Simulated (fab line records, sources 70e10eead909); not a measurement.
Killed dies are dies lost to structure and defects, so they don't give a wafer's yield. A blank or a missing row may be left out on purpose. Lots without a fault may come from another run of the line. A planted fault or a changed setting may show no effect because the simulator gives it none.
Chamber matching | flow nand_harc | NHARC_A_CHANNEL_HOLE_D1_DEP_01 on pecvd-04: 3 sister chambers
The step deposits SiON, target thk 140 nm. 6 wafers are shown with their chamber, then 11 later ones without.

WAFERS WITH THEIR CHAMBER
wafer  | chamber | heater_power_w (W)
L086.4 | 1       | 792
L086.6 | 0       | 716
L087.3 | 2       | 804
L087.5 | 0       | 624
L087.6 | 1       | 842
L088.1 | 2       | 736

WAFERS WITHOUT THEIR CHAMBER
wafer  | heater_power_w (W)
L088.3 | 840
L088.5 | 865
L089.2 | 648
L089.4 | 704
L089.6 | 884
L093.3 | 804
L093.4 | 803
L093.5 | 668
L095.1 | 592
L095.2 | 811
L095.6 | 771

WHICH CHAMBER EACH WENT THROUGH
wafer  | from the rows above          | in truth
L088.3 | can't be placed: 1 or 2      | 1
L088.5 | can't be placed: 1 or 2      | 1
L089.2 | can't be placed: 0 or 2      | 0
L089.4 | can't be placed: 0 or 2 or 1 | 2
L089.6 | can't be placed: 1 or 2      | 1
L093.3 | can't be placed: 1 or 2      | 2
L093.4 | can't be placed: 1 or 2      | 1
L093.5 | can't be placed: 0 or 2      | 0
L095.1 | can't be placed: 0 or 2      | 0
L095.2 | can't be placed: 1 or 2      | 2
L095.6 | can't be placed: 2 or 1 or 0 | 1
Placed correctly: 0 of 11. Can't be placed from these rows: 11 (the true chamber is among the candidates in 11). Placed wrongly: 0.
How it was worked out, from the rows above alone: a wafer's distance from a chamber is the root of the sum, over the readings, of the square of ((its reading less the chamber's mean) divided by the reading's scatter). The wafer belongs to the nearest chamber; if the next one is less than 2 further off, it can't be placed. A chamber's mean is the mean of its shown wafers. The scatter: the root of (the sum of the squares of (reading less its chamber's mean) over the shown wafers, divided by (wafers less chambers)).
